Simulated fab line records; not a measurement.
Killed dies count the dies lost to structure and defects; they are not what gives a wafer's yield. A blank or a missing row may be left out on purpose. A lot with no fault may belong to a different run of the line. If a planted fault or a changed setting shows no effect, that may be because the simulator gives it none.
Chamber matching	flow n5_finfet	cmp-03 running N5_BEOL_M6_CMP_52: 4 sister chambers
The step polishes, stops on SiCOH lowk, t overpolish 6.9 s, target thk 80 nm. 22 wafers are shown with their chamber, then 11 later ones without.

== WAFERS PAIRED WITH THEIR CHAMBERS ==
wafer	chamber	motor_current_A (A)	barrier_field_endpoint_s (s)	time_to_endpoint_s (s)
L074.1	1	5.4	30.0	67
L074.4	0	6.3	30.2	67
L074.5	3	7.3	30.0	63
L077.1	2	6.1	29.3	65
L077.2	3	7.2	29.2	70
L077.4	1	5.4	30.5	68
L077.3	0	5.4	29.4	68
L077.5	0	5.9	29.3	67
L077.6	3	6.9	30.0	66
L083.1	2	6.0	28.2	60
L083.3	0	5.8	28.2	62
L083.4	3	7.4	29.4	64
L083.2	1	5.1	29.2	66
L083.5	3	7.5	29.0	62
L083.6	0	5.8	28.5	59
L087.1	0	6.0	29.4	66
L087.5	0	5.8	29.0	65
L087.6	3	7.1	29.8	65
L090.2	2	6.5	28.1	62
L090.3	3	7.5	28.5	63
L090.5	3	7.9	29.3	62
L092.1	2	6.2	28.7	61

SIGNATURES (averages over the wafers above)
reading	chamber 0	chamber 1	chamber 2	chamber 3	scatter within a chamber
motor_current_A	5.857	5.300	6.200	7.350	0.266
barrier_field_endpoint_s	29.143	29.900	28.575	29.400	0.59
time_to_endpoint_s	64.86	67.00	62.00	64.38	2.67
Rule: distance of a wafer from a chamber = root of the sum over the readings of ((wafer's reading minus chamber's mean) / reading's scatter) squared. If the next closest chamber is less than 2 further off than the closest, the wafer can't be placed; otherwise it belongs to the closest. The scatter is the square root of a quotient: the sum, over the shown wafers, of each reading's squared deviation from its chamber's mean, divided by wafers minus chambers.

== WAFERS WITH NO CHAMBER GIVEN ==
wafer	motor_current_A (A)	barrier_field_endpoint_s (s)	time_to_endpoint_s (s)
L092.2	5.4	29.5	64
L092.3	7.5	28.9	61
L093.3	7.5	28.2	61
L093.4	6.1	28.7	61
L093.6	6.0	28.3	59
L096.2	7.3	27.7	63
L096.4	6.2	27.8	63
L096.6	5.1	29.7	64
L097.3	5.9	28.6	60
L097.5	7.3	29.1	61
L097.6	6.0	28.5	61

== WHICH CHAMBER EACH ONE RAN IN ==
wafer	from the rows above	in truth
L092.2	can't be placed: 1 or 0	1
L092.3	3	3
L093.3	3	3
L093.4	can't be placed: 2 or 0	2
L093.6	can't be placed: 2 or 0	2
L096.2	can't be placed: 3 or 2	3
L096.4	can't be placed: 2 or 0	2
L096.6	can't be placed: 1 or 0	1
L097.3	can't be placed: 2 or 0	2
L097.5	3	3
L097.6	can't be placed: 2 or 0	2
Placed correctly: 3 of 11. Cannot be placed on the basis of these rows: 8; the candidates contain the true chamber in 8. 0 placed wrongly.
